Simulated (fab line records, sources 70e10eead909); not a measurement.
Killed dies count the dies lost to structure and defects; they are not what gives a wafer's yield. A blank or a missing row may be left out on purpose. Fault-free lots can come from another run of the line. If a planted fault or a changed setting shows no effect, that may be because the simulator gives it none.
A lot that was struck, set against a sound lot || flow nand-harc || 22 out of 1302 route steps
Sound: these wafers, L323.1, L323.2, L323.6. Wafers struck: L344.3, L344.5, L344.6. The cause is named last.
Order at every step that has rows: each side's tool, ch and its chambers, its first start. Under that, the readings that differ: sound wafers || struck wafers || difference of the means || sigmas: that difference in standard deviations of wafers without a fault.
alike: readings whose means differ by less than 2 such deviations, and words and numbers that are the same on both sides. not compared: withheld readings, readings that some wafer has no value for, bounds like >300 that may hide the same value, and numbers for which the record gives no deviation and whose values overlap.
The two part at a step that has a row with sigmas, a row that says differs or no value, or rows on one side only. Non-overlapping numbers with no deviation appear without sigmas and do not part them. Lack of a reading on every wafer of one side parts them only where that side has two or more wafers.

first, 6 steps without rows for these wafers: NHARC_A_SLIT_COAT_03 (resist thk 90 nm); NHARC_A_SLIT_SOFTBAKE_04 (time 55 s); NHARC_A_SLIT_EBR_05; NHARC_A_SLIT_EXPOSE_06 (exposes mask SLIT); NHARC_A_SLIT_PEB_07 (peb time 65 s); NHARC_A_SLIT_DEVELOP_08 (develop time 35 s).
NHARC_A_SLIT_CD_MEAS_09 targets a cd of 300 nm.
  sound on cd-sem-01 ch 0, day 20 02:41; struck on cd-sem-03 ch 0, day 28 11:50
  alike: cd-nm
NHARC_A_SLIT_OVL_MEAS_10:
  sound: overlay-01 at day 20 02:47; struck: overlay-01 at day 28 11:55
  alike: overlay-x-nm, overlay-y-nm
NHARC_A_SLIT_INSPECT_11:
  sound: defect-inspect-02 at day 20 02:49; struck: defect-inspect-02 at day 28 11:57
  alike: raw-defect-count
NHARC_A_SLIT_DESCUM_14: chemistry O2, time 3 s.
  sound on rie-diel-13 ch 2,3, day 20 02:53; struck on rie-diel-08 ch 0,3, day 28 12:01
  alike: drypump-motor-current-A, oes-product-au, rf-vpp-V, showerhead-plenum-p-Torr, throttle-valve-pct
  not compared: rf-hours-counter-h
NHARC_A_SLIT_ETCH_24: etches the open film in CF4/CHF3, target depth 121 nm, time 60.5 s.
  sound on rie-diel-13 ch 0,3, day 20 02:59; struck on rie-diel-08 ch 0,1, day 28 12:06
  alike: drypump-motor-current-A, oes-product-au, rf-vpp-V, showerhead-plenum-p-Torr, throttle-valve-pct
  not compared: rf-hours-counter-h
NHARC_A_SLIT_ETCH_15: etches the open film in O2/COS, target depth 6200 nm, time 1612 s.
  sound on rie-diel-13 ch 0,3; struck on rie-diel-08 ch 1,2
  alike: drypump-motor-current-A, oes-product-au, rf-vpp-V, showerhead-plenum-p-Torr, throttle-valve-pct
  not compared: rf-hours-counter-h
NHARC_A_SLIT_ETCH_17: etches the open film in C4F8/O2/Ar, time 4254.5 s, target depth 20300 nm.
  sound on har-etch-01 ch 0,1, day 20 04:23; struck on har-etch-02 ch 0,1, day 28 16:17
{"reading": "model.A_SLIT.cd-nm (nm)", "sound": "288.3 288.3 288.3", "struck": "282 282 282", "difference": -6, "sigmas": ""}
  alike: drypump-motor-current-A, showerhead-plenum-p-Torr, throttle-valve-pct
  not compared: rf-hours-counter-h
NHARC_A_SLIT_ETCH_26: etches the open film in C4F8/O2/Ar, time 90 s, target depth 400 nm.
  sound on har-etch-01 ch 0,1, day 20 07:57; struck on har-etch-02 ch 0,1, day 28 18:13
  alike: drypump-motor-current-A, showerhead-plenum-p-Torr, throttle-valve-pct
  not compared: rf-hours-counter-h
then, 1 step without rows for these wafers: NHARC_A_SLIT_STRIP_28 (strips in O2/COS).
NHARC_A_SLIT_ETCH_29: etches the open film in CF4/O2, target depth 100 nm, overetch 10 nm, time 55 s.
  sound on rie-diel-08 ch 0,3, day 20 08:50; struck on rie-diel-08 ch 2,3, day 28 19:01
{"reading": "model.A_SLIT.cd-nm (nm)", "sound": "289.2 286.9 289.3", "struck": "285.1 284.8 285.1", "difference": -3.5, "sigmas": ""}
  alike: drypump-motor-current-A, oes-product-au, rf-vpp-V, showerhead-plenum-p-Torr, throttle-valve-pct
  not compared: rf-hours-counter-h
NHARC_A_SLIT_STRIP_18: strips in O2.
  sound on rie-diel-08 ch 0,1,2; struck on rie-diel-08 ch 0,2,3
  alike: drypump-motor-current-A, oes-product-au, rf-vpp-V, showerhead-plenum-p-Torr, throttle-valve-pct
  not compared: rf-hours-counter-h
then, 2 steps without rows for these wafers: NHARC_A_SLIT_PRECLEAN_19 (cleans in SC1); NHARC_A_SLIT_SRD_20.
NHARC_A_SLIT_CD_MEAS_21:
  sound: cd-sem-03 at day 20 09:22; struck: cd-sem-02 at day 28 19:35
{"reading": "cd-nm (nm)", "sound": "288.6 286.7 290.0", "struck": "285.3 284.4 283.6", "difference": -4.0, "sigmas": -3}
then, 1 step without rows for these wafers: NHARC_A_SIN_REMOVE_WET_00 (chemistry H3PO4, time 15300 s).
-- jump in the record: it breaks off in module A_SIN_REMOVE and resumes in module END (first step shown: number 1302 of the route), and 4 days separate the struck wafers' starts before and after --
NHARC_END_SORT_01:
  sound on prober-01 ch 0, day 24 17:32; struck on prober-02 ch 0, day 33 05:27
  alike: killed-at-array, killed-at-other, killed-at-periphery, killed-dies, killed-open, killed-short

WHERE THEY PART
At NHARC_A_SLIT_CD_MEAS_21 and nowhere else, as far as this record goes. Later steps at which nothing parts them and some readings are alike: NHARC_END_SORT_01.

WHY: the cause the simulator had injected
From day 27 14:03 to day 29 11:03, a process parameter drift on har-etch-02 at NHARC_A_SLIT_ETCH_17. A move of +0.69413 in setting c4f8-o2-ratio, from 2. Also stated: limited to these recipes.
